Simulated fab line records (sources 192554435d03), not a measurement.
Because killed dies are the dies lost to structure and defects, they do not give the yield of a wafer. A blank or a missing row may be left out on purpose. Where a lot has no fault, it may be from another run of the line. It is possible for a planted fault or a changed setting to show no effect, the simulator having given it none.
fab line records	flow n5_finfet
[record] lots = 7	wafers = 21
route steps=1938 shown SD_EPI_P@321 SD_ACTIVATION@330 SDB@369 DUMMY_REMOVAL@377 MOL_CONTACT_COAG@563
start_h: the number of hours between the record's first day and the start of the first shown wafer of the lot	wait_h: hours elapsed since this lot's preceding step	" identical to the entry in the row above	L1.1+2: a row that stands for several wafers	- no value present, or no start provided	* or withheld: withheld	< > ~ a bound
route shown NAME@n: a module of which the file shows steps, and the number in the route of the first	usual: the fault-free wafers' mean and standard deviation	same: alike in all rows	chamber/n: place in a boat	sites: each site's reading	_std_site: their standard deviation	_edge_site: the outer-site mean with the inner-site mean subtracted	radius_mm: for every site, how far away it sits from the centre of the wafer	mask NAME#n: copy n	behind: the last tool/chamber to shape the wafer	hold: what put the lot on hold/how long, in hours/how the hold closed	device: which transistor (n, p or np) failed to switch	end of line: the route-end tests of the same wafers	a step without rows: its recipe alone	killed: at the first sort, the dies lost to defects and structure; wafer yield is something else	map: a wafer's dies, x killed, . not, _ none there
set.NAME: setting as actually run; set.NAME@STEP: the setting as run at that earlier step	model.NAME: the simulator's own value behind a step, which no gauge read
lots whose settings were changed on purpose; a table a step, a row a wafer
[[steps]]
[step N5_SD_EPI_P_EPI_21]
[recipe] material = SiGe:B	dopant = B	temp_c = 550	pressure_torr = 20	ambient = H2	time_s = 355
lot.wafer	tool	chamber	start_h	wait_h	set.temp_c	model.SiGe-B_of_SD_EPI_P_EPI_21.thk_nm
L075.2	epi_rpcvd-01	0	65.22	0.5	550	62
L075.3+6	"	0	"	"	550	62.2
L079.3	epi_rpcvd-03	0	87.54	0.8	550	61.2
L079.4	"	0	"	"	550	60.4
L079.6	"	0	"	"	550	61.6
L081.1+2	epi_rpcvd-01	0	101.89	0.1	550	61.6
L081.4	"	0	102.97	1.1	550	62.4
L088.1	epi_rpcvd-03	0	140.97	0.1	554	67.4
L088.2	"	0	"	"	554	66.4
L088.4	"	0	"	"	554	67
L091.2	epi_rpcvd-02	0	157.67	0.5	546.2	56.4
L091.4	"	0	"	"	550	60.4
L091.6	"	0	"	"	546.2	55.8
L095.1+3	epi_rpcvd-02	0	180.97	0.1	547.9	57.8
L095.4	"	0	182.05	1.1	550	59.8
L096.4	epi_rpcvd-01	0	187.07	1.1	552.5	64.2
L096.5	"	0	"	"	550	59.8
L096.6	"	0	"	"	550	60.6
[step N5_SD_EPI_P_EPI_MEAS_23]
[recipe] mode = xrd
[usual] thk_nm = 61.3/1.3
lot.wafer	tool	chamber	start_h	wait_h	set.temp_c@SD_EPI_P_EPI_21	thk_nm
L075.2	film_metro-01	-	67.06	1.5	550	60.8
L075.3	"	-	"	"	550	63.0
L075.6	"	-	"	"	550	63.0
L079.3	film_metro-01	-	89.02	1.1	550	59.6
L079.4	"	-	"	"	550	60.1
L079.6	"	-	"	"	550	62.0
L081.1	film_metro-02	-	104.08	1.8	550	61.7
L081.2	"	-	"	"	550	60.8
L081.4	"	-	"	"	550	61.2
L088.1	film_metro-01	-	143.17	1.8	554	67.3
L088.2	"	-	"	"	554	68.6
L088.4	"	-	"	"	554	66.7
L091.2	film_metro-02	-	159.51	1.5	546.2	57.2
L091.4	"	-	"	"	550	60.9
L091.6	"	-	"	"	546.2	55.0
L095.1	film_metro-02	-	183.18	1.9	547.9	57.1
L095.3	"	-	"	"	547.9	57.8
L095.4	"	-	"	"	550	61.0
L096.4	film_metro-01	-	188.19	0.8	552.5	66.9
L096.5	"	-	"	"	550	59.8
L096.6	"	-	"	"	550	59.7
[step N5_SD_EPI_P_HM_STRIP_48]
[recipe] chemistry = H3PO4	temp_c = 160	material = SiNx	target = SiNx	target_depth_a = 30	overetch_fraction = 0.3
lot.wafer	tool	chamber	start_h	wait_h	set.temp_c@SD_EPI_P_EPI_21	model.SiGe-B_of_SD_EPI_P_EPI_21.thk_nm
L075.2	wet_bench-06	4	67.09	0.0	550	61.6
L075.3+6	"	3,6	"	"	550	62
L079.3	wet_bench-02	4	89.05	0.0	550	60.8
L079.4	"	5	"	"	550	60.2
L079.6	"	2	"	"	550	61.4
L081.1	wet_bench-03	7	104.13	0.0	550	61.4
L081.2	"	1	"	"	550	61.2
L081.4	"	2	"	"	550	62
L088.1	wet_bench-02	0	143.20	0.0	554	67.2
L088.2	"	7	"	"	554	66
L088.4	"	2	"	"	554	66.6
L091.2	wet_bench-02	4	159.54	0.0	546.2	56.2
L091.4	"	7	"	"	550	60.2
L091.6	"	5	"	"	546.2	55.6
L095.1+3	wet_bench-02	4,2	183.22	0.0	547.9	57.6
L095.4	"	1	"	"	550	59.6
L096.4	wet_bench-03	6	188.22	0.0	552.5	63.8
L096.5	"	4	"	"	550	59.4
L096.6	"	7	"	"	550	60.4
[step N5_SD_EPI_P_SRD_49]
[recipe] dry = ipa_marangoni	time_s = 30	temp_c = 23	rinse_liquid = diw
[step N5_SD_EPI_P_PRECLEAN_24]
[recipe] chemistry = O3/DIW	time_s = 45	temp_c = 22	o3_ppm = 10
[step N5_SD_ACTIVATION_RTA_00]
[recipe] temp_c = 975	time_s = 0	ambient = N2	idle_temp_c = 600	ramp_up_c_per_s = 150	ramp_down_c_per_s = 60	cool_to_c = 600
[step N5_SD_ACTIVATION_LSA_01]
[recipe] temp_c = 1080	time_s = 0.0008	ambient = N2
[step N5_SD_ACTIVATION_RS_MEAS_03]
[recipe] thk_meas_gauge = four-point-probe
[usual] RS_SD_N = 21.81/0.28	RS_SD_P = 55.8/0.85
lot.wafer	tool	chamber	start_h	wait_h	set.temp_c@SD_EPI_P_EPI_21	RS_SD_N[ohm/sq]	RS_SD_P[ohm/sq]
L075.2	film_metro-02	-	67.75	0.2	550	21.71	54.7
L075.3	"	-	"	"	550	22.09	54.6
L075.6	"	-	"	"	550	22.07	54.0
L079.3	film_metro-01	-	89.76	0.2	550	21.93	56.0
L079.4	"	-	"	"	550	21.70	56.3
L079.6	"	-	"	"	550	21.70	55.3
L081.1	film_metro-02	-	104.70	0.2	550	22.31	55.7
L081.2	"	-	"	"	550	21.91	55.5
L081.4	"	-	"	"	550	22.25	54.3
L088.1	film_metro-02	-	143.78	0.2	554	21.39	50.9
L088.2	"	-	"	"	554	21.32	50.7
L088.4	"	-	"	"	554	21.63	50.5
L091.2	film_metro-01	-	160.16	0.2	546.2	21.84	61.2
L091.4	"	-	"	"	550	22.20	56.2
L091.6	"	-	"	"	546.2	22.16	61.8
L095.1	film_metro-01	-	183.83	0.2	547.9	21.59	59.2
L095.3	"	-	"	"	547.9	22.25	59.4
L095.4	"	-	"	"	550	22.20	56.9
L096.4	film_metro-01	-	189.13	0.2	552.5	21.88	52.4
L096.5	"	-	"	"	550	21.83	56.6
L096.6	"	-	"	"	550	21.36	56.1
[step N5_SDB_CUT_ETCH_26]
[recipe] chemistry = HBr/Cl2/O2	target = Si	target_depth_a = 1296	bt_time_s = 20	mask_material = SiNx	time_s = 51.8	ion_energy_ev = *	bias_w = *	pressure_mtorr = 10	icp_w = 800	HBr_flow_sccm = 150	Cl2_flow_sccm = 80	O2_flow_sccm = 12
lot.wafer	tool	chamber	start_h	wait_h	set.bias_w
L075.2+3	rie_si-01	1,2	75.38	0.1	*
L075.6	"	1	"	"	*
L079.3+4	rie_si-06	2,3	98.26	0.1	*
L079.6	"	1	"	"	*
L081.1+2+4	rie_si-02	1,3,0	113.33	0.1	*
L088.1	rie_si-01	3	151.96	0.1	*
L088.2+4	"	0,2	"	"	*
L091.2+4+6	rie_si-06	0,1,3	167.90	0.1	*
L095.1	rie_si-06	1	191.96	0.1	*
L095.3+4	"	2,3	"	"	*
L096.4+6	rie_si-02	0	198.32	0.1	*
L096.5	"	1	"	"	*
[step N5_SDB_PRECLEAN_38]
[recipe] chemistry = dHF	time_s = 10	dilution = 750:1	temp_c = 25
lot.wafer	tool	chamber	start_h	wait_h	set.bias_w@SDB_CUT_ETCH_26	model.SiNx_of_SDB_HM_DEP_00.thk_nm
L075.2	wet_bench-05	2	75.50	0.1	*	21.2
L075.3	"	5	"	"	*	20.4
L075.6	"	4	"	"	*	22.8
L079.3	wet_bench-01	0	98.38	0.1	*	20
L079.4	"	6	"	"	*	20.2
L079.6	"	7	"	"	*	22.4
L081.1+4	wet_bench-04	4,5	113.45	0.1	*	21.4
L081.2	"	7	"	"	*	20.8
L088.1	wet_bench-01	4	152.08	0.1	*	21
L088.2	"	1	"	"	*	20.8
L088.4	"	5	"	"	*	20.2
L091.2	wet_bench-05	5	168.02	0.1	*	22.2
L091.4	"	4	"	"	*	22.8
L091.6	"	3	"	"	*	22.4
L095.1	wet_bench-01	4	192.08	0.1	*	22.4
L095.3	"	3	"	"	*	21.2
L095.4	"	2	"	"	*	20.8
L096.4	wet_bench-04	6	198.43	0.1	*	23
L096.5	"	0	"	"	*	22
L096.6	"	1	"	"	*	22.8
[step N5_SDB_CMP_30]
[recipe] stop_on = poly-Si	t_overpolish_s = 1.54	post_cmp_clean = alkaline_brush	down_force_psi = 4.1491	platen_rpm = 51.796	pad_velocity_m_s = 1.0306	target_thk_nm = 30
lot.wafer	tool	chamber	start_h	wait_h	set.down_force_psi	model.SiNx_of_SDB_ALD_29.thk_nm
L075.2	cmp-04	2	78.34	1.4	4.1491	30.2
L075.3	"	0	"	"	4.1491	30
L075.6	"	2	"	"	4.781	29.4
L079.3+6	cmp-02	3,2	101.26	1.5	4.1491	30
L079.4	"	0	"	"	4.1491	29.8
L081.2+1+4	cmp-03	3,1,2	116.27	1.4	4.1491	30
L088.1+2	cmp-03	2,1	154.88	1.4	4.1491	30
L088.4	"	3	"	"	4.972	29.2
L091.2+4+6	cmp-04	1,2,1	170.82	1.4	4.1491	30
L095.1+4	cmp-02	1,3	194.91	1.4	4.1491	30
L095.3	"	2	"	"	5.023	29
L096.4+6	cmp-04	3,1	201.31	0.1	4.591	29.6
L096.5	"	2	"	"	4.1491	30.2
[step N5_DUMMY_REMOVAL_HM_STRIP_01]
[recipe] chemistry = CH3F/O2	material = SiNx	target_depth_a = 40	stop_on = poly-Si	time_s = 6.8	over_etch_frac = 0.3	ion_energy_ev = 60	power_w = 410	bias_w = 29	Ar_flow_sccm = 150	CH3F_flow_sccm = 30	O2_flow_sccm = 20
[step N5_DUMMY_REMOVAL_STRIP_10]
[recipe] chemistry = N2/H2	time_s = 40	power_w = 100	temp_c = 40	pressure_mtorr = 100	rf_frequency_hz = 6e+07	bias_power_w = 3	n2_flow_sccm = 300	h2_flow_sccm = 300
[step N5_DUMMY_REMOVAL_PRECLEAN_07]
[recipe] chemistry = dHF	time_s = 30	temp_c = 25	dilution = withheld
lot.wafer	tool	chamber	start_h	wait_h	set.down_force_psi@SDB_CMP_30	model.SiNx_of_SDB_ALD_29.thk_nm
L075.2	wet_bench-03	1	78.79	0.1	4.1491	29.4
L075.3	"	7	"	"	4.1491	29.2
L075.6	"	5	"	"	4.781	28.6
L079.3+6	wet_bench-02	3,7	101.67	0.1	4.1491	29.2
L079.4	"	1	"	"	4.1491	29
L081.1+2+4	wet_bench-06	4,5,3	116.80	0.1	4.1491	29.2
L088.1+2	wet_bench-06	2,3	155.47	0.1	4.1491	29.2
L088.4	"	0	"	"	4.972	28.6
L091.2+4+6	wet_bench-06	7,3,0	171.30	0.1	4.1491	29.2
L095.1+4	wet_bench-02	4,3	195.39	0.1	4.1491	29.2
L095.3	"	5	"	"	5.023	28.2
L096.4+6	wet_bench-03	1,4	201.72	0.1	4.591	28.8
L096.5	"	5	"	"	4.1491	29.4
[step N5_DUMMY_REMOVAL_DUMMY_REMOVE_02]
[recipe] chemistry = TMAH	temp_c = 70	target = poly-Si	stop_on = SiO2	target_depth_nm = 142	conc_wt_pct = 5	time_s = 57	dry = ipa_marangoni	rinse_time_s = 30	rinse_temp_c = 23
[step N5_DUMMY_REMOVAL_PRECLEAN_08]
[recipe] chemistry = NF3:NH3	afs_cycles = 2	temp_c = 30	time_s = 20	sublimation_temp_c = 180	sublimation_time_s = 60	pressure_torr = 3	rf_power_w = 30
[step N5_DUMMY_REMOVAL_PRECLEAN_04]
[recipe] chemistry = DHF	time_s = 37	temp_c = 25	dilution = 500:1
lot.wafer	tool	chamber	start_h	wait_h	set.down_force_psi@SDB_CMP_30	model.SiNx_of_SDB_ALD_29.thk_nm
L075.2	wet_bench-03	4	79.10	0.2	4.1491	29.4
L075.3	"	6	"	"	4.1491	29.2
L075.6	"	2	"	"	4.781	28.6
L079.3+4+6	wet_bench-03	7,6,4	101.98	0.1	4.1491	29
L081.1+2+4	wet_bench-02	2,1,4	117.12	0.2	4.1491	29.2
L088.1+2	wet_bench-03	6,5	155.79	0.2	4.1491	29.2
L088.4	"	4	"	"	4.972	28.4
L091.2	wet_bench-02	0	171.62	0.2	4.1491	29
L091.4+6	"	1,5	"	"	4.1491	29.2
L095.1+4	wet_bench-06	4,6	195.71	0.2	4.1491	29.2
L095.3	"	2	"	"	5.023	28.2
L096.4+6	wet_bench-06	4,7	202.03	0.1	4.591	28.8
L096.5	"	3	"	"	4.1491	29.2
[step N5_MOL_CONTACT_COAG_PECVD_31]
[recipe] material = SiO2	target_thk_a = 460	temp_c = 400	precursor = TEOS/O2	pressure_torr = 6.5	rf_w = withheld	teos_flow_sccm = withheld	gas = O2	flow_sccm = 2650	time_s = 8.9
lot.wafer	tool	chamber	start_h	wait_h	set.temp_c	model.SiO2_of_MOL_CONTACT_COAG_PECVD_31.thk_nm
L075.2	pecvd-02	0	107.22	0.3	400	45.6
L075.3	"	2	"	"	393.1	48
L075.6	"	2	"	"	400	46.8
L079.3	pecvd-01	2	129.27	0.3	400	46
L079.4+6	"	0	"	"	400	46.4
L081.1	pecvd-04	0	142.75	0.3	400	45.8
L081.2	"	1	"	"	400	45
L081.4	"	0	"	"	400	46
L088.1	pecvd-02	2	185.08	0.3	400	45.4
L088.2	"	1	"	"	382.9	49.4
L088.4	"	2	"	"	400	46.2
L091.2	pecvd-04	2	199.84	0.3	383.7	49.6
L091.4	"	0	"	"	383.7	51
L091.6	"	2	"	"	400	46.2
L095.1	pecvd-02	1	223.46	0.3	400	45.4
L095.3	"	0	"	"	400	45.8
L095.4	"	1	"	"	400	45.6
L096.4+5	pecvd-04	2,0	229.80	0.3	400	46.6
L096.6	"	1	"	"	400	47
[step N5_MOL_CONTACT_COAG_COAT_75]
[recipe] resist = SOC	temp_c = 250	time_s = 60	spin_rpm = 1500	resist_thk_nm = 60
[step N5_MOL_CONTACT_COAG_COAT_76]
[recipe] resist = SiARC	temp_c = 220	time_s = 60	spin_rpm = 1500	resist_thk_nm = 10
[step N5_MOL_CONTACT_COAG_ETCHBACK_135]
[recipe] chemistry = CHF3	target = SiO2	target_depth_a = 250	time_s = 16.7	ion_energy_ev = 200	pressure_mtorr = 30	source_w = 610	bias_w = 170	Ar_flow_sccm = 200	CHF3_flow_sccm = 50
[step N5_MOL_CONTACT_COAG_STRIP_118]
[recipe] chemistry = CHF3	resist = SiARC	rf_frequency_hz = 6e+07
[step N5_MOL_CONTACT_COAG_VIA_ETCH_46]
[recipe] chemistry = C4F6/O2	target_depth_a = 460	overetch_a = 92	mask_material = SOC	target = SiO2	bias_w = 455	pressure_mtorr = 10	time_s = 40	source_w = 325	Ar_flow_sccm = 300	C4F6_flow_sccm = 10	O2_flow_sccm = 10	ion_energy_ev = 575.3	ends = end_point
lot.wafer	tool	chamber	start_h	wait_h	set.temp_c@MOL_CONTACT_COAG_PECVD_31	model.etch.depth_nm
L075.2	rie_diel-02	3	108.68	0.0	400	45.57
L075.3	"	0	"	"	393.1	47.92
L075.6	"	1	"	"	400	46.76
L079.3	rie_diel-03	3	130.21	0.0	400	45.91
L079.4	"	0	"	"	400	46.48
L079.6	"	3	"	"	400	46.44
L081.1	rie_diel-06	3	144.24	0.0	400	45.71
L081.2	"	1	"	"	400	45.04
L081.4	"	2	"	"	400	46.09
L088.1	rie_diel-06	3	186.27	0.0	400	45.5
L088.2	"	0	"	"	382.9	49.44
L088.4	"	2	"	"	400	46.18
L091.2	rie_diel-02	2	200.92	0.0	383.7	49.59
L091.4	"	3	"	"	383.7	50.96
L091.6	"	2	"	"	400	46.19
L095.1	rie_diel-02	1	224.83	0.0	400	45.4
L095.3	"	3	"	"	400	45.81
L095.4	"	3	"	"	400	45.62
L096.4	rie_diel-03	3	231.04	0.0	400	46.54
L096.5	"	3	"	"	400	46.52
L096.6	"	2	"	"	400	46.98
[step N5_MOL_CONTACT_COAG_STRIP_96]
[recipe] chemistry = N2/H2	power_w = 500	temp_c = 40	pressure_mtorr = 50	rf_frequency_hz = 6e+07	overash_fraction = 0.3	bias_power_w = 28	h2_frac = 0.5	n2_flow_sccm = 300	h2_flow_sccm = 300
[step N5_MOL_CONTACT_COAG_ETCH_47]
[recipe] chemistry = CH3F/O2	target = SiNx	target_depth_a = 270	mask_material = SiO2	stop_on = W	over_etch_frac = 0.2	ion_energy_ev = 120	endpoint = OES-CN	pressure_mtorr = 30	source_w = 395	bias_w = 73	Ar_flow_sccm = 150	CH3F_flow_sccm = 30	O2_flow_sccm = 20	ends = end_point
lot.wafer	tool	chamber	start_h	wait_h	set.temp_c@MOL_CONTACT_COAG_PECVD_31	model.SiO2_of_MOL_CONTACT_COAG_PECVD_31.thk_nm
L075.2	rie_diel-02	3	108.79	0.0	400	43.8
L075.3	"	0	"	"	393.1	46.2
L075.6	"	1	"	"	400	45
L079.3	rie_diel-03	3	130.32	0.0	400	44.2
L079.4+6	"	0,3	"	"	400	44.6
L081.1	rie_diel-06	3	144.35	0.0	400	44
L081.2	"	1	"	"	400	43.2
L081.4	"	2	"	"	400	44.2
L088.1	rie_diel-06	3	186.38	0.0	400	43.8
L088.2	"	0	"	"	382.9	47.6
L088.4	"	2	"	"	400	44.4
L091.2	rie_diel-02	2	201.03	0.0	383.7	47.8
L091.4	"	3	"	"	383.7	49.2
L091.6	"	2	"	"	400	44.4
L095.1	rie_diel-02	1	224.93	0.0	400	43.6
L095.3	"	3	"	"	400	44
L095.4	"	3	"	"	400	43.8
L096.4+5	rie_diel-03	3	231.15	0.0	400	44.8
L096.6	"	2	"	"	400	45.2
[step N5_MOL_CONTACT_COAG_EXPOSE_37]
[recipe] mask_id = VD	na = 0.33	source_shape = annular	sigma_inner = 0.3	sigma_outer = 0.7	polarization = unpolarized	defocus_nm = 0	dose_mj = 62
lot.wafer	tool	chamber	start_h	wait_h	mask	set.dose_mj
L075.2	euv_scanner-02	0	109.23	-	VD#0	65.85
L075.3+6	"	0	"	"	VD#0	62
L079.3+4+6	euv_scanner-01	0	130.75	-	VD#0	62
L081.1+2+4	euv_scanner-02	0	144.88	-	VD#0	62
L088.1+2+4	euv_scanner-02	0	186.90	-	VD#0	62
L091.2	euv_scanner-01	0	201.57	-	VD#0	65.47
L091.4+6	"	0	"	"	VD#0	62
L095.1+3+4	euv_scanner-02	0	225.33	-	VD#0	62
L096.4+5	euv_scanner-01	0	231.71	-	VD#0	64.72
L096.6	"	0	"	"	VD#0	62
[step N5_MOL_CONTACT_COAG_PEB_38]
[recipe] peb_temp_c = 100	peb_time_s = 60	resist = CAR-EUV
[step N5_MOL_CONTACT_COAG_DEVELOP_39]
[recipe] develop_time_s = 30	developer = TMAH	resist = CAR-EUV	rinse_liquid = surfactant_rinse	dry = air_spin	dev_temp_c = 23
[step N5_MOL_CONTACT_COAG_CD_MEAS_40]
[recipe] target_cd_nm = 25.1	landing_energy_ev = 500	detector = se_inlens	polarity = opening
[usual] cd_nm = 25.18/0.26
lot.wafer	tool	chamber	start_h	wait_h	set.dose_mj@MOL_CONTACT_COAG_EXPOSE_37	cd_nm
L075.2	cd_sem-03	0	109.37	-	65.85	27.04
L075.3	"	0	"	"	62	25.40
L075.6	"	0	"	"	62	25.43
L079.3	cd_sem-02	0	130.88	-	62	24.81
L079.4	"	0	"	"	62	24.70
L079.6	"	0	"	"	62	24.94
L081.1	cd_sem-02	0	145.03	-	62	24.38
L081.2	"	0	"	"	62	24.95
L081.4	"	0	"	"	62	25.00
L088.1	cd_sem-03	0	187.05	-	62	24.97
L088.2	"	0	"	"	62	25.28
L088.4	"	0	"	"	62	25.30
L091.2	cd_sem-03	0	201.70	-	65.47	26.25
L091.4	"	0	"	"	62	25.12
L091.6	"	0	"	"	62	25.33
L095.1	cd_sem-03	0	225.48	-	62	24.92
L095.3	"	0	"	"	62	25.40
L095.4	"	0	"	"	62	24.86
L096.4	cd_sem-03	0	231.83	-	64.72	25.81
L096.5	"	0	"	"	64.72	26.22
L096.6	"	0	"	"	62	25.32
[step N5_MOL_CONTACT_COAG_ALD_133]
[recipe] material = SiO2	target_thk_a = 50	temp_c = 100	ald_precursor_family = BDEAS	ald_co_reactant = O2-plasma	pulse_time_s = 1	co_reactant_pulse_time_s = 1	purge_time_s = 2	co_reactant_purge_time_s = 2	ald_cycles = 35	pressure_torr = 2
lot.wafer	tool	chamber	start_h	wait_h	set.temp_c
L075.2	ald_sin-03	2	110.10	0.5	96.87
L075.3+6	"	3,1	"	"	100
L079.3+6	ald_sin-01	2	131.22	0.1	95.8
L079.4	"	3	"	"	100
L081.1+2+4	ald_sin-01	1,0,2	145.36	0.1	100
L088.1+2+4	ald_sin-03	3,1,0	187.92	0.6	100
L091.2	ald_sin-03	0	201.96	0.1	97.29
L091.4+6	"	2,3	"	"	100
L095.1	ald_sin-01	0	225.95	0.3	100
L095.3+4	"	1,3	"	"	95.53
L096.4+5	ald_sin-01	1	232.08	0.1	96.38
L096.6	"	0	"	"	100
[step N5_MOL_CONTACT_COAG_ETCHBACK_134]
[recipe] chemistry = CHF3	target = SiO2	target_depth_a = 100	time_s = 6.7	ion_energy_ev = 200	pressure_mtorr = 30	source_w = 610	bias_w = 170	Ar_flow_sccm = 200	CHF3_flow_sccm = 50
[step N5_MOL_CONTACT_COAG_ETCH_67]
[recipe] chemistry = N2/H2	target = SOC	target_depth_a = 600	overetch_a = 210	mask_material = SiARC	temp_c = 40	time_s = 101.2	ion_energy_ev = 200	pressure_mtorr = 30	source_w = 840	bias_w = 150	n2_flow_sccm = 200	h2_flow_sccm = 200
[step N5_MOL_CONTACT_COAG_PRECLEAN_138]
[recipe] chemistry = alkaline_clean	temp_c = 60	time_s = 60	do_ppb = 50
[step N5_MOL_CONTACT_COAG_SRD_139]
[recipe] dry = ipa_marangoni	time_s = 30	temp_c = 23	rinse_liquid = diw
[step N5_MOL_CONTACT_COAG_CD_MEAS_101]
[recipe] target_cd_nm = 16
[usual] cd_nm = 16.1/0.37
lot.wafer	tool	chamber	start_h	wait_h	set.dose_mj@MOL_CONTACT_COAG_EXPOSE_37	cd_nm
L075.2	cd_sem-02	-	110.79	0.0	65.85	18.2
L075.3	"	-	"	"	62	16.5
L075.6	"	-	"	"	62	16.8
L079.3	cd_sem-03	-	131.91	0.0	62	15.7
L079.4	"	-	"	"	62	16.0
L079.6	"	-	"	"	62	16.0
L081.1	cd_sem-01	-	146.05	0.0	62	15.7
L081.2	"	-	"	"	62	16.0
L081.4	"	-	"	"	62	15.7
L088.1	cd_sem-01	-	188.61	0.0	62	16.0
L088.2	"	-	"	"	62	16.3
L088.4	"	-	"	"	62	16.4
L091.2	cd_sem-03	-	202.65	0.0	65.47	17.2
L091.4	"	-	"	"	62	15.9
L091.6	"	-	"	"	62	15.8
L095.1	cd_sem-02	-	226.64	0.0	62	15.7
L095.3	"	-	"	"	62	16.1
L095.4	"	-	"	"	62	16.2
L096.4	cd_sem-01	-	232.77	0.0	64.72	16.8
L096.5	"	-	"	"	64.72	16.6
L096.6	"	-	"	"	62	16.6
[[key]]
[split] step = N5_SD_EPI_P_EPI_21	setting = temp_c	stated = 550	by = wafer
[response] step = N5_SD_EPI_P_EPI_21	reading = model.SiGe-B_of_SD_EPI_P_EPI_21.thk_nm	change = +6.69	per = 1%	r = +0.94
[response] step = N5_SD_EPI_P_EPI_MEAS_23	reading = thk_nm	change = *	per = 1%	r = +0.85
[response] step = N5_SD_EPI_P_HM_STRIP_48	reading = model.SiGe-B_of_SD_EPI_P_EPI_21.thk_nm	change = +6.64	per = 1%	r = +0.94
[response] step = N5_SD_ACTIVATION_RS_MEAS_03	reading = RS_SD_P	change = -7.71	per = 1%	r = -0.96
[split] step = N5_SDB_CUT_ETCH_26	setting = bias_w	stated = *	by = wafer
[response] step = N5_SDB_PRECLEAN_38	reading = model.SiNx_of_SDB_HM_DEP_00.thk_nm	change = -0.129	per = 1%	r = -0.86
[split] step = N5_SDB_CMP_30	setting = down_force_psi	stated = 4.1491	by = wafer
[response] step = N5_SDB_CMP_30	reading = model.SiNx_of_SDB_ALD_29.thk_nm	change = -0.0457	per = 1%	r = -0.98
[response] step = N5_DUMMY_REMOVAL_PRECLEAN_07	reading = model.SiNx_of_SDB_ALD_29.thk_nm	change = -0.0423	per = 1%	r = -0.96
[response] step = N5_DUMMY_REMOVAL_PRECLEAN_04	reading = model.SiNx_of_SDB_ALD_29.thk_nm	change = -0.0439	per = 1%	r = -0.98
[split] step = N5_MOL_CONTACT_COAG_PECVD_31	setting = temp_c	stated = 400	by = wafer
[response] step = N5_MOL_CONTACT_COAG_PECVD_31	reading = model.SiO2_of_MOL_CONTACT_COAG_PECVD_31.thk_nm	change = -0.93	per = 1%	r = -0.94
[response] step = N5_MOL_CONTACT_COAG_VIA_ETCH_46	reading = model.etch.depth_nm	change = -0.927	per = 1%	r = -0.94
[response] step = N5_MOL_CONTACT_COAG_ETCH_47	reading = model.SiO2_of_MOL_CONTACT_COAG_PECVD_31.thk_nm	change = -0.919	per = 1%	r = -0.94
[split] step = N5_MOL_CONTACT_COAG_EXPOSE_37	setting = dose_mj	stated = 62	by = wafer
[response] step = N5_MOL_CONTACT_COAG_CD_MEAS_40	reading = cd_nm	change = +0.212	per = 1%	r = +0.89
[response] step = N5_MOL_CONTACT_COAG_CD_MEAS_101	reading = cd_nm	change = +0.203	per = 1%	r = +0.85
[split] step = N5_MOL_CONTACT_COAG_ALD_133	setting = temp_c	stated = 100	by = wafer
response none clear
